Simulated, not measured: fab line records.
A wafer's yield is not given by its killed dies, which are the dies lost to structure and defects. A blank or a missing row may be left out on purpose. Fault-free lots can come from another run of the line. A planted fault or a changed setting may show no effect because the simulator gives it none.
fab line records ; flow nand_harc
record lots=24; wafers=72; last_day=33
route steps=1302 shown P_CONTACT@252 P_M0@274 P_M1@315 P_M2@330
lots that met no fault: from a run of the same line without faults
start_h: hours from the record's opening day to when the first of the lot's shown wafers began ; wait_h: hours from the lot's prior step to this one ; " as in the row above ; L1.1+2: several wafers, shown together as one row ; - value missing, or start not given ; * or withheld: withheld ; < > ~ a bound
route shown NAME@n: NAME is a module with steps in the file, n the number in the route of the first one ; usual: mean/standard deviation of fault-free wafers ; same: alike in all rows ; chamber/n: place in a boat ; sites: per-site readings ; _std_site: standard deviation of those values ; _edge_site: the outer-site mean with the inner-site mean subtracted ; radius_mm: how far each site lies from the wafer's centre ; mask NAME#n: copy n ; behind: the last tool/chamber to shape the wafer ; hold: reason for holding the lot/hours on hold/outcome of the hold ; device: whichever transistor did not switch (one of n, p or np) ; end of line: tests run on the same wafers once the route is complete ; where a step has no rows: the recipe by itself ; killed: dies lost to structure and defects at the first sort, not the wafer's yield ; map: the dies of a wafer, with x for killed, . for not killed, _ for no die there
set.NAME: the run value of the setting; set.NAME@STEP: its run value at that earlier step ; model.NAME: the simulator's own value behind a step, which no gauge read
one table for each step of the route and one row for each wafer, over a sample of lots
services: from which hour (start_h, from the record's first day; less than 0 if before it) a tool's chamber was out of use, for how many hours, and why
## steps
# step NHARC_P_CONTACT_INSPECT_27
# usual raw_defect_count=241/93
lot.wafer;tool;chamber;start_h;wait_h;raw_defect_count
L074.2;defect_inspect-02;-;124.91;0.1;340
L074.4;defect_inspect-02;-;124.91;0.1;314
L074.6;defect_inspect-02;-;124.91;0.1;206
L076.2;defect_inspect-02;-;136.57;0.1;271
L076.3;defect_inspect-02;-;136.57;0.1;353
L076.5;defect_inspect-02;-;136.57;0.1;246
L075.2;defect_inspect-01;-;137.03;0.1;174
L075.4;defect_inspect-01;-;137.03;0.1;115
L075.6;defect_inspect-01;-;137.03;0.1;151
L077.1;defect_inspect-02;-;150.96;0.1;159
L077.3;defect_inspect-02;-;150.96;0.1;358
L077.4;defect_inspect-02;-;150.96;0.1;244
L078.1;defect_inspect-01;-;165.04;0.1;276
L078.5;defect_inspect-01;-;165.04;0.1;365
L078.6;defect_inspect-01;-;165.04;0.1;221
L079.2;defect_inspect-01;-;169.83;0.1;276
L079.5;defect_inspect-01;-;169.83;0.1;184
L079.6;defect_inspect-01;-;169.83;0.1;299
L081.1;defect_inspect-01;-;185.83;0.1;140
L081.3;defect_inspect-01;-;185.83;0.1;174
L081.6;defect_inspect-01;-;185.83;0.1;122
L080.1;defect_inspect-02;-;186.60;0.1;122
L080.2;defect_inspect-02;-;186.60;0.1;129
L080.3;defect_inspect-02;-;186.60;0.1;100
L082.2;defect_inspect-02;-;207.70;0.1;333
L082.4;defect_inspect-02;-;207.70;0.1;497
L082.6;defect_inspect-02;-;207.70;0.1;488
L083.2;defect_inspect-02;-;209.14;0.1;241
L083.4;defect_inspect-02;-;209.14;0.1;134
L083.5;defect_inspect-02;-;209.14;0.1;123
L084.1;defect_inspect-01;-;224.43;0.1;196
L084.3;defect_inspect-01;-;224.43;0.1;276
L084.6;defect_inspect-01;-;224.43;0.1;331
L085.1;defect_inspect-01;-;228.45;0.1;183
L085.2;defect_inspect-01;-;228.45;0.1;211
L085.6;defect_inspect-01;-;228.45;0.1;232
L086.4;defect_inspect-02;-;238.97;0.1;275
L086.5;defect_inspect-02;-;238.97;0.1;291
L086.6;defect_inspect-02;-;238.97;0.1;151
L088.1;defect_inspect-02;-;269.62;0.1;216
L088.3;defect_inspect-02;-;269.62;0.1;119
L088.5;defect_inspect-02;-;269.62;0.1;221
L087.3;defect_inspect-01;-;270.22;0.1;270
L087.5;defect_inspect-01;-;270.22;0.1;208
L087.6;defect_inspect-01;-;270.22;0.1;102
L089.2;defect_inspect-01;-;279.05;0.1;184
L089.4;defect_inspect-01;-;279.05;0.1;427
L089.6;defect_inspect-01;-;279.05;0.1;311
L090.1;defect_inspect-02;-;284.36;0.1;315
L090.4;defect_inspect-02;-;284.36;0.1;291
L090.6;defect_inspect-02;-;284.36;0.1;191
L091.2;defect_inspect-02;-;296.97;0.1;215
L091.5;defect_inspect-02;-;296.97;0.1;254
L091.6;defect_inspect-02;-;296.97;0.1;171
L092.1;defect_inspect-01;-;301.92;0.1;290
L092.3;defect_inspect-01;-;301.92;0.1;342
L092.5;defect_inspect-01;-;301.92;0.1;195
L093.3;defect_inspect-02;-;311.68;0.1;225
L093.4;defect_inspect-02;-;311.68;0.1;289
L093.5;defect_inspect-02;-;311.68;0.1;471
L094.3;defect_inspect-01;-;323.96;0.1;289
L094.5;defect_inspect-01;-;323.96;0.1;216
L094.6;defect_inspect-01;-;323.96;0.1;264
L095.1;defect_inspect-02;-;334.23;0.1;212
L095.2;defect_inspect-02;-;334.23;0.1;251
L095.6;defect_inspect-02;-;334.23;0.1;503
L096.2;defect_inspect-01;-;343.43;0.1;195
L096.5;defect_inspect-01;-;343.43;0.1;224
L096.6;defect_inspect-01;-;343.43;0.1;221
L097.3;defect_inspect-01;-;350.02;0.1;191
L097.4;defect_inspect-01;-;350.02;0.1;293
L097.6;defect_inspect-01;-;350.02;0.1;141
# step NHARC_P_M0_PVD_20
# recipe target_thk_a=50; bias_v=168.6; power_w=15000; chamber_pressure_pa=0.12; time_s=8.06; substrate_temp_c=50; material=TaN
# usual bias_v=168.6/1.7; throttle_valve_pct=29.6/1.3
# same time_s=8.06
lot.wafer;tool;chamber;start_h;wait_h;bias_v;throttle_valve_pct
L074.2;pvd_sputter-02;-;-;-;170.1;28.9
L074.4;pvd_sputter-02;-;-;-;167.5;30.0
L074.6;pvd_sputter-02;-;-;-;166.7;29.8
L076.2;pvd_sputter-03;-;-;-;170.2;31.5
L076.3;pvd_sputter-03;-;-;-;171.9;27.4
L076.5;pvd_sputter-03;-;-;-;168.3;31.8
L075.4;pvd_sputter-01;-;-;-;169.7;28.9
L075.2;pvd_sputter-01;-;-;-;169.4;27.3
L075.6;pvd_sputter-01;-;-;-;169.7;28.7
L077.4;pvd_sputter-02;-;-;-;167.9;30.1
L077.1;pvd_sputter-02;-;-;-;169.7;31.3
L077.3;pvd_sputter-02;-;-;-;167.7;30.0
L078.1;pvd_sputter-03;-;-;-;169.9;31.9
L078.5;pvd_sputter-03;-;-;-;170.7;31.7
L078.6;pvd_sputter-03;-;-;-;166.5;27.4
L079.2;pvd_sputter-02;-;-;-;167.5;30.0
L079.6;pvd_sputter-02;-;-;-;168.9;29.8
L079.5;pvd_sputter-02;-;-;-;168.3;30.0
L081.3;pvd_sputter-01;-;-;-;167.0;28.7
L081.1;pvd_sputter-01;-;-;-;168.3;27.2
L081.6;pvd_sputter-01;-;-;-;169.8;30.9
L080.2;pvd_sputter-01;-;-;-;168.2;30.7
L080.1;pvd_sputter-01;-;-;-;170.1;27.3
L080.3;pvd_sputter-01;-;-;-;168.5;28.7
L082.2;pvd_sputter-03;-;-;-;167.0;30.2
L082.4;pvd_sputter-03;-;-;-;171.2;30.4
L082.6;pvd_sputter-03;-;-;-;169.4;30.4
L083.4;pvd_sputter-01;-;-;-;168.9;27.3
L083.2;pvd_sputter-01;-;-;-;167.0;29.0
L083.5;pvd_sputter-01;-;-;-;166.3;30.7
L084.1;pvd_sputter-03;-;-;-;170.7;28.3
L084.3;pvd_sputter-03;-;-;-;169.6;30.6
L084.6;pvd_sputter-03;-;-;-;167.4;30.4
L085.2;pvd_sputter-03;-;-;-;168.1;28.5
L085.1;pvd_sputter-03;-;-;-;168.8;30.2
L085.6;pvd_sputter-03;-;-;-;169.3;31.7
L086.4;pvd_sputter-03;-;-;-;169.7;30.6
L086.5;pvd_sputter-03;-;-;-;166.3;31.4
L086.6;pvd_sputter-03;-;-;-;167.5;28.3
L088.3;pvd_sputter-02;-;-;-;169.2;31.2
L088.1;pvd_sputter-02;-;-;-;166.9;29.7
L088.5;pvd_sputter-02;-;-;-;169.6;31.0
L087.3;pvd_sputter-03;-;-;-;170.1;28.5
L087.5;pvd_sputter-03;-;-;-;168.5;30.5
L087.6;pvd_sputter-03;-;-;-;167.3;30.3
L089.4;pvd_sputter-01;-;-;-;170.5;31.4
L089.2;pvd_sputter-01;-;-;-;165.6;28.3
L089.6;pvd_sputter-01;-;-;-;173.0;31.1
L090.4;pvd_sputter-01;-;-;-;169.9;29.1
L090.1;pvd_sputter-01;-;-;-;167.6;27.7
L090.6;pvd_sputter-01;-;-;-;170.2;31.2
L091.2;pvd_sputter-01;-;-;-;168.7;29.0
L091.6;pvd_sputter-01;-;-;-;167.4;27.9
L091.5;pvd_sputter-01;-;-;-;168.7;28.4
L092.1;pvd_sputter-03;-;-;-;168.0;28.1
L092.3;pvd_sputter-03;-;-;-;170.3;30.2
L092.5;pvd_sputter-03;-;-;-;168.6;28.5
L093.3;pvd_sputter-02;-;-;-;171.8;28.9
L093.4;pvd_sputter-02;-;-;-;167.8;29.8
L093.5;pvd_sputter-02;-;-;-;171.3;29.0
L094.3;pvd_sputter-02;-;-;-;168.7;30.7
L094.5;pvd_sputter-02;-;-;-;166.3;29.3
L094.6;pvd_sputter-02;-;-;-;165.8;30.0
L095.2;pvd_sputter-01;-;-;-;167.2;27.9
L095.1;pvd_sputter-01;-;-;-;166.5;29.2
L095.6;pvd_sputter-01;-;-;-;168.8;27.6
L096.2;pvd_sputter-03;-;-;-;169.9;30.5
L096.6;pvd_sputter-03;-;-;-;167.4;28.8
L096.5;pvd_sputter-03;-;-;-;169.3;30.3
L097.4;pvd_sputter-02;-;-;-;167.5;28.2
L097.3;pvd_sputter-02;-;-;-;169.6;29.9
L097.6;pvd_sputter-02;-;-;-;167.3;30.5
# step NHARC_P_M0_ANNEAL_30
# recipe temp_c=225; time_s=90
# usual anneal_temp_c_max=226.09/0.25; wafer_temp_C_max=226.9/0.38
# same time_s=90
lot.wafer;tool;chamber;start_h;wait_h;anneal_temp_c_max;wafer_temp_C_max
L074.2;rtp_anneal-02;0;127.58;-;226.23;226.7
L074.4;rtp_anneal-02;0;127.58;-;226.72;226.9
L074.6;rtp_anneal-02;0;127.58;-;226.14;227.1
L076.2;rtp_anneal-02;0;139.43;0.3;226.14;226.5
L076.3;rtp_anneal-02;0;139.43;0.3;226.35;226.5
L076.5;rtp_anneal-02;0;139.43;0.3;226.08;227.8
L075.2;rtp_anneal-01;0;140.10;0.4;225.94;226.7
L075.4;rtp_anneal-01;0;140.10;0.4;226.04;227.2
L075.6;rtp_anneal-01;0;140.10;0.4;226.38;226.7
L077.1;rtp_anneal-01;0;153.61;-;226.56;226.5
L077.3;rtp_anneal-01;0;153.61;-;226.52;226.5
L077.4;rtp_anneal-01;0;153.61;-;226.69;226.4
L078.1;rtp_anneal-02;0;167.74;-;226.56;226.3
L078.5;rtp_anneal-02;0;167.74;-;225.85;226.6
L078.6;rtp_anneal-02;0;167.74;-;226.04;226.9
L079.2;rtp_anneal-01;0;172.63;0.3;226.25;227.4
L079.5;rtp_anneal-01;0;172.63;0.3;226.05;226.8
L079.6;rtp_anneal-01;0;172.63;0.3;226.13;227.5
L081.1;rtp_anneal-02;0;188.57;-;226.03;226.2
L081.3;rtp_anneal-02;0;188.57;-;225.90;226.2
L081.6;rtp_anneal-02;0;188.57;-;225.78;227.5
L080.1;rtp_anneal-02;0;189.33;-;225.96;226.9
L080.2;rtp_anneal-02;0;189.33;-;225.98;227.0
L080.3;rtp_anneal-02;0;189.33;-;226.35;227.0
L082.2;rtp_anneal-01;0;210.39;0.4;225.75;226.9
L082.4;rtp_anneal-01;0;210.39;0.4;226.14;226.8
L082.6;rtp_anneal-01;0;210.39;0.4;226.27;227.1
L083.2;rtp_anneal-01;0;211.82;0.3;226.42;226.9
L083.4;rtp_anneal-01;0;211.82;0.3;226.04;226.7
L083.5;rtp_anneal-01;0;211.82;0.3;226.02;226.8
L084.1;rtp_anneal-01;0;227.11;0.3;226.20;226.8
L084.3;rtp_anneal-01;0;227.11;0.3;225.59;227.3
L084.6;rtp_anneal-01;0;227.11;0.3;225.82;227.2
L085.1;rtp_anneal-02;0;231.06;-;226.02;227.2
L085.2;rtp_anneal-02;0;231.06;-;225.90;226.9
L085.6;rtp_anneal-02;0;231.06;-;226.01;227.0
L086.4;rtp_anneal-02;0;241.87;0.4;225.76;226.7
L086.5;rtp_anneal-02;0;241.87;0.4;226.35;227.0
L086.6;rtp_anneal-02;0;241.87;0.4;225.88;227.0
L088.1;rtp_anneal-01;0;272.36;-;225.88;226.8
L088.3;rtp_anneal-01;0;272.36;-;226.10;227.7
L088.5;rtp_anneal-01;0;272.36;-;225.67;227.7
L087.3;rtp_anneal-02;0;273.67;-;225.86;227.0
L087.5;rtp_anneal-02;0;273.67;-;225.77;227.1
L087.6;rtp_anneal-02;0;273.67;-;225.72;227.2
L089.2;rtp_anneal-01;0;281.84;-;226.10;227.1
L089.4;rtp_anneal-01;0;281.84;-;225.94;227.1
L089.6;rtp_anneal-01;0;281.84;-;226.00;227.5
L090.1;rtp_anneal-01;0;287.12;-;226.41;227.1
L090.4;rtp_anneal-01;0;287.12;-;225.89;227.0
L090.6;rtp_anneal-01;0;287.12;-;226.14;226.6
L091.2;rtp_anneal-01;0;299.75;-;226.29;226.7
L091.5;rtp_anneal-01;0;299.75;-;225.88;226.6
L091.6;rtp_anneal-01;0;299.75;-;226.12;226.6
L092.1;rtp_anneal-02;0;304.67;-;226.31;227.0
L092.3;rtp_anneal-02;0;304.67;-;226.14;227.0
L092.5;rtp_anneal-02;0;304.67;-;226.73;226.6
L093.3;rtp_anneal-01;0;314.54;-;225.84;226.9
L093.4;rtp_anneal-01;0;314.54;-;225.76;227.2
L093.5;rtp_anneal-01;0;314.54;-;225.95;226.8
L094.3;rtp_anneal-02;0;326.80;-;226.18;227.5
L094.5;rtp_anneal-02;0;326.80;-;225.90;227.1
L094.6;rtp_anneal-02;0;326.80;-;226.01;227.5
L095.1;rtp_anneal-01;0;336.97;-;226.01;227.3
L095.2;rtp_anneal-01;0;336.97;-;226.39;226.7
L095.6;rtp_anneal-01;0;336.97;-;226.08;226.6
L096.2;rtp_anneal-01;0;346.23;0.3;226.04;226.9
L096.5;rtp_anneal-01;0;346.23;0.3;226.00;226.5
L096.6;rtp_anneal-01;0;346.23;0.3;226.02;226.6
L097.3;rtp_anneal-01;0;353.10;-;226.71;227.5
L097.4;rtp_anneal-01;0;353.10;-;226.30;226.4
L097.6;rtp_anneal-01;0;353.10;-;226.18;226.9
# step NHARC_P_M1_INSPECT_27
# usual raw_defect_count=280/91
lot.wafer;tool;chamber;start_h;wait_h;raw_defect_count
L074.2;defect_inspect-01;-;132.48;0.0;312
L074.4;defect_inspect-01;-;132.48;0.0;179
L074.6;defect_inspect-01;-;132.48;0.0;205
L076.2;defect_inspect-01;-;144.23;0.0;252
L076.3;defect_inspect-01;-;144.23;0.0;241
L076.5;defect_inspect-01;-;144.23;0.0;227
L075.2;defect_inspect-01;-;145.00;0.0;277
L075.4;defect_inspect-01;-;145.00;0.0;293
L075.6;defect_inspect-01;-;145.00;0.0;248
L077.1;defect_inspect-02;-;158.58;0.0;351
L077.3;defect_inspect-02;-;158.58;0.0;380
L077.4;defect_inspect-02;-;158.58;0.0;396
L078.1;defect_inspect-01;-;172.67;0.0;186
L078.5;defect_inspect-01;-;172.67;0.0;217
L078.6;defect_inspect-01;-;172.67;0.0;234
L079.2;defect_inspect-01;-;177.58;0.0;183
L079.5;defect_inspect-01;-;177.58;0.0;357
L079.6;defect_inspect-01;-;177.58;0.0;228
L081.1;defect_inspect-02;-;193.52;0.0;208
L081.3;defect_inspect-02;-;193.52;0.0;572
L081.6;defect_inspect-02;-;193.52;0.0;346
L080.1;defect_inspect-01;-;194.40;0.0;273
L080.2;defect_inspect-01;-;194.40;0.0;324
L080.3;defect_inspect-01;-;194.40;0.0;392
L082.2;defect_inspect-01;-;215.18;0.0;318
L082.4;defect_inspect-01;-;215.18;0.0;254
L082.6;defect_inspect-01;-;215.18;0.0;293
L083.2;defect_inspect-01;-;216.75;0.0;219
L083.4;defect_inspect-01;-;216.75;0.0;378
L083.5;defect_inspect-01;-;216.75;0.0;261
L084.1;defect_inspect-01;-;232.08;0.0;274
L084.3;defect_inspect-01;-;232.08;0.0;201
L084.6;defect_inspect-01;-;232.08;0.0;179
L085.1;defect_inspect-02;-;236.03;0.0;247
L085.2;defect_inspect-02;-;236.03;0.0;319
L085.6;defect_inspect-02;-;236.03;0.0;266
L086.4;defect_inspect-01;-;246.77;0.0;304
L086.5;defect_inspect-01;-;246.77;0.0;638
L086.6;defect_inspect-01;-;246.77;0.0;441
L088.1;defect_inspect-01;-;277.65;0.0;108
L088.3;defect_inspect-01;-;277.65;0.0;296
L088.5;defect_inspect-01;-;277.65;0.0;147
L087.3;defect_inspect-02;-;278.76;0.0;280
L087.5;defect_inspect-02;-;278.76;0.0;255
L087.6;defect_inspect-02;-;278.76;0.0;396
L089.2;defect_inspect-01;-;286.82;0.0;285
L089.4;defect_inspect-01;-;286.82;0.0;278
L089.6;defect_inspect-01;-;286.82;0.0;315
L090.1;defect_inspect-02;-;292.16;0.0;347
L090.4;defect_inspect-02;-;292.16;0.0;237
L090.6;defect_inspect-02;-;292.16;0.0;317
L091.2;defect_inspect-01;-;304.57;0.0;273
L091.5;defect_inspect-01;-;304.57;0.0;249
L091.6;defect_inspect-01;-;304.57;0.0;343
L092.1;defect_inspect-01;-;309.63;0.0;303
L092.3;defect_inspect-01;-;309.63;0.0;196
L092.5;defect_inspect-01;-;309.63;0.0;212
L093.3;defect_inspect-01;-;319.43;0.0;184
L093.4;defect_inspect-01;-;319.43;0.0;342
L093.5;defect_inspect-01;-;319.43;0.0;140
L094.3;defect_inspect-01;-;331.68;0.0;204
L094.5;defect_inspect-01;-;331.68;0.0;119
L094.6;defect_inspect-01;-;331.68;0.0;302
L095.1;defect_inspect-02;-;342.14;0.0;183
L095.2;defect_inspect-02;-;342.14;0.0;350
L095.6;defect_inspect-02;-;342.14;0.0;277
L096.2;defect_inspect-01;-;351.35;0.0;159
L096.5;defect_inspect-01;-;351.35;0.0;224
L096.6;defect_inspect-01;-;351.35;0.0;214
L097.3;defect_inspect-02;-;357.96;0.0;173
L097.4;defect_inspect-02;-;357.96;0.0;231
L097.6;defect_inspect-02;-;357.96;0.0;158
# step NHARC_P_M2_INSPECT_11
# usual raw_defect_count=4.7/2.9
lot.wafer;tool;chamber;start_h;wait_h;raw_defect_count
L074.2;defect_inspect-02;-;133.85;0.0;13
L074.4;defect_inspect-02;-;133.85;0.0;13
L074.6;defect_inspect-02;-;133.85;0.0;12
L076.2;defect_inspect-01;-;145.63;0.0;6
L076.3;defect_inspect-01;-;145.63;0.0;2
L076.5;defect_inspect-01;-;145.63;0.0;8
L075.2;defect_inspect-01;-;146.39;0.0;5
L075.4;defect_inspect-01;-;146.39;0.0;3
L075.6;defect_inspect-01;-;146.39;0.0;2
L077.1;defect_inspect-02;-;160.13;0.0;7
L077.3;defect_inspect-02;-;160.13;0.0;2
L077.4;defect_inspect-02;-;160.13;0.0;3
L078.1;defect_inspect-02;-;174.20;0.0;4
L078.5;defect_inspect-02;-;174.20;0.0;4
L078.6;defect_inspect-02;-;174.20;0.0;6
L079.2;defect_inspect-02;-;179.09;0.0;4
L079.5;defect_inspect-02;-;179.09;0.0;2
L079.6;defect_inspect-02;-;179.09;0.0;4
L081.1;defect_inspect-01;-;195.06;0.0;3
L081.3;defect_inspect-01;-;195.06;0.0;2
L081.6;defect_inspect-01;-;195.06;0.0;1
L080.1;defect_inspect-02;-;195.90;0.0;7
L080.2;defect_inspect-02;-;195.90;0.0;7
L080.3;defect_inspect-02;-;195.90;0.0;6
L082.2;defect_inspect-02;-;216.57;0.0;4
L082.4;defect_inspect-02;-;216.57;0.0;3
L082.6;defect_inspect-02;-;216.57;0.0;0
L083.2;defect_inspect-02;-;218.27;0.0;10
L083.4;defect_inspect-02;-;218.27;0.0;10
L083.5;defect_inspect-02;-;218.27;0.0;7
L084.1;defect_inspect-02;-;233.48;0.0;3
L084.3;defect_inspect-02;-;233.48;0.0;3
L084.6;defect_inspect-02;-;233.48;0.0;3
L085.1;defect_inspect-01;-;237.40;0.0;7
L085.2;defect_inspect-01;-;237.40;0.0;4
L085.6;defect_inspect-01;-;237.40;0.0;3
L086.4;defect_inspect-01;-;248.29;0.0;3
L086.5;defect_inspect-01;-;248.29;0.0;5
L086.6;defect_inspect-01;-;248.29;0.0;2
L088.1;defect_inspect-01;-;279.40;0.0;4
L088.3;defect_inspect-01;-;279.40;0.0;2
L088.5;defect_inspect-01;-;279.40;0.0;3
L087.3;defect_inspect-02;-;280.13;0.0;3
L087.5;defect_inspect-02;-;280.13;0.0;1
L087.6;defect_inspect-02;-;280.13;0.0;3
L089.2;defect_inspect-01;-;288.34;0.0;4
L089.4;defect_inspect-01;-;288.34;0.0;3
L089.6;defect_inspect-01;-;288.34;0.0;2
L090.1;defect_inspect-01;-;293.54;0.0;2
L090.4;defect_inspect-01;-;293.54;0.0;6
L090.6;defect_inspect-01;-;293.54;0.0;5
L091.2;defect_inspect-02;-;306.09;0.0;5
L091.5;defect_inspect-02;-;306.09;0.0;2
L091.6;defect_inspect-02;-;306.09;0.0;6
L092.1;defect_inspect-02;-;311.02;0.0;8
L092.3;defect_inspect-02;-;311.02;0.0;7
L092.5;defect_inspect-02;-;311.02;0.0;9
L093.3;defect_inspect-01;-;321.07;0.0;2
L093.4;defect_inspect-01;-;321.07;0.0;2
L093.5;defect_inspect-01;-;321.07;0.0;2
L094.3;defect_inspect-02;-;333.20;0.0;9
L094.5;defect_inspect-02;-;333.20;0.0;6
L094.6;defect_inspect-02;-;333.20;0.0;9
L095.1;defect_inspect-01;-;343.66;0.0;3
L095.2;defect_inspect-01;-;343.66;0.0;4
L095.6;defect_inspect-01;-;343.66;0.0;3
L096.2;defect_inspect-02;-;352.73;0.0;5
L096.5;defect_inspect-02;-;352.73;0.0;2
L096.6;defect_inspect-02;-;352.73;0.0;2
L097.3;defect_inspect-02;-;359.48;0.0;7
L097.4;defect_inspect-02;-;359.48;0.0;5
L097.6;defect_inspect-02;-;359.48;0.0;6
# step NHARC_P_M2_ANNEAL_31
# recipe temp_c=225; time_s=90
# usual anneal_temp_c_max=226.13/0.25; wafer_temp_C_max=226.9/0.4
# same time_s=90
lot.wafer;tool;chamber;start_h;wait_h;anneal_temp_c_max;wafer_temp_C_max
L074.2;rtp_anneal-02;0;135.74;0.3;225.92;226.4
L074.4;rtp_anneal-02;0;135.74;0.3;226.06;226.4
L074.6;rtp_anneal-02;0;135.74;0.3;226.27;226.5
L076.2;rtp_anneal-01;0;147.50;-;226.24;226.5
L076.3;rtp_anneal-01;0;147.50;-;226.08;226.6
L076.5;rtp_anneal-01;0;147.50;-;226.08;227.5
L075.2;rtp_anneal-02;0;148.26;-;226.03;226.9
L075.4;rtp_anneal-02;0;148.26;-;226.18;227.1
L075.6;rtp_anneal-02;0;148.26;-;226.10;226.7
L077.1;rtp_anneal-01;0;161.95;-;226.05;227.1
L077.3;rtp_anneal-01;0;161.95;-;225.89;226.7
L077.4;rtp_anneal-01;0;161.95;-;225.95;227.1
L078.1;rtp_anneal-01;0;176.01;0.3;226.31;226.5
L078.5;rtp_anneal-01;0;176.01;0.3;226.42;227.4
L078.6;rtp_anneal-01;0;176.01;0.3;226.35;226.7
L079.2;rtp_anneal-01;0;181.02;-;226.39;226.5
L079.5;rtp_anneal-01;0;181.02;-;226.15;226.8
L079.6;rtp_anneal-01;0;181.02;-;226.08;226.9
L081.1;rtp_anneal-01;0;196.87;-;226.18;227.2
L081.3;rtp_anneal-01;0;196.87;-;225.87;226.7
L081.6;rtp_anneal-01;0;196.87;-;225.99;227.3
L080.1;rtp_anneal-02;0;197.74;-;226.43;227.7
L080.2;rtp_anneal-02;0;197.74;-;226.44;226.8
L080.3;rtp_anneal-02;0;197.74;-;226.33;226.5
L082.2;rtp_anneal-02;0;218.45;0.3;226.19;227.3
L082.4;rtp_anneal-02;0;218.45;0.3;226.00;226.4
L082.6;rtp_anneal-02;0;218.45;0.3;225.87;226.6
L083.2;rtp_anneal-02;0;220.14;-;225.96;226.9
L083.4;rtp_anneal-02;0;220.14;-;225.97;227.7
L083.5;rtp_anneal-02;0;220.14;-;226.31;227.3
L084.1;rtp_anneal-01;0;235.39;0.4;225.87;226.2
L084.3;rtp_anneal-01;0;235.39;0.4;225.97;226.0
L084.6;rtp_anneal-01;0;235.39;0.4;226.19;226.4
L085.1;rtp_anneal-02;0;239.29;0.3;225.85;226.7
L085.2;rtp_anneal-02;0;239.29;0.3;225.79;227.4
L085.6;rtp_anneal-02;0;239.29;0.3;226.22;227.0
L086.4;rtp_anneal-02;0;250.75;-;226.01;226.2
L086.5;rtp_anneal-02;0;250.75;-;226.41;227.2
L086.6;rtp_anneal-02;0;250.75;-;226.50;227.2
L088.1;rtp_anneal-02;0;281.25;0.3;225.96;226.7
L088.3;rtp_anneal-02;0;281.25;0.3;226.01;226.9
L088.5;rtp_anneal-02;0;281.25;0.3;226.09;227.8
L087.3;rtp_anneal-02;0;282.08;-;226.19;226.5
L087.5;rtp_anneal-02;0;282.08;-;226.26;227.4
L087.6;rtp_anneal-02;0;282.08;-;226.53;226.8
L089.2;rtp_anneal-02;0;290.22;0.3;226.08;227.4
L089.4;rtp_anneal-02;0;290.22;0.3;226.25;227.0
L089.6;rtp_anneal-02;0;290.22;0.3;226.09;226.7
L090.1;rtp_anneal-01;0;295.42;-;225.82;226.3
L090.4;rtp_anneal-01;0;295.42;-;226.12;226.7
L090.6;rtp_anneal-01;0;295.42;-;226.35;226.8
L091.2;rtp_anneal-02;0;307.96;0.4;226.33;227.5
L091.5;rtp_anneal-02;0;307.96;0.4;226.08;226.6
L091.6;rtp_anneal-02;0;307.96;0.4;226.80;226.6
L092.1;rtp_anneal-02;0;312.84;0.3;226.43;227.2
L092.3;rtp_anneal-02;0;312.84;0.3;226.45;226.4
L092.5;rtp_anneal-02;0;312.84;0.3;227.11;226.9
L093.3;rtp_anneal-01;0;322.99;-;226.48;226.7
L093.4;rtp_anneal-01;0;322.99;-;225.74;227.4
L093.5;rtp_anneal-01;0;322.99;-;225.84;226.9
L094.3;rtp_anneal-02;0;335.12;-;225.82;227.5
L094.5;rtp_anneal-02;0;335.12;-;226.15;226.6
L094.6;rtp_anneal-02;0;335.12;-;225.57;227.8
L095.1;rtp_anneal-01;0;345.58;-;226.02;227.0
L095.2;rtp_anneal-01;0;345.58;-;226.22;226.6
L095.6;rtp_anneal-01;0;345.58;-;226.21;227.5
L096.2;rtp_anneal-02;0;354.62;0.4;225.98;227.1
L096.5;rtp_anneal-02;0;354.62;0.4;225.83;227.2
L096.6;rtp_anneal-02;0;354.62;0.4;225.89;226.9
L097.3;rtp_anneal-01;0;361.43;0.3;226.15;228.2
L097.4;rtp_anneal-01;0;361.43;0.3;226.27;226.6
L097.6;rtp_anneal-01;0;361.43;0.3;225.73;227.2
## services
tool;chamber;start_h;hours;kind
pvd_sputter-02;-;108.08;10.0;pm
pvd_sputter-03;-;113.37;1.7;repair
pvd_sputter-03;-;159.58;1.4;repair
pvd_sputter-03;-;168.24;3.4;repair
pvd_sputter-01;-;226.00;10.0;pm
pvd_sputter-03;-;235.28;4.8;repair
pvd_sputter-02;-;260.43;9.8;repair
pvd_sputter-02;-;286.08;10.0;pm
pvd_sputter-03;-;328.09;1.5;repair
pvd_sputter-02;-;342.96;7.3;repair
pvd_sputter-03;-;349.62;10.0;pm
## key
fault none
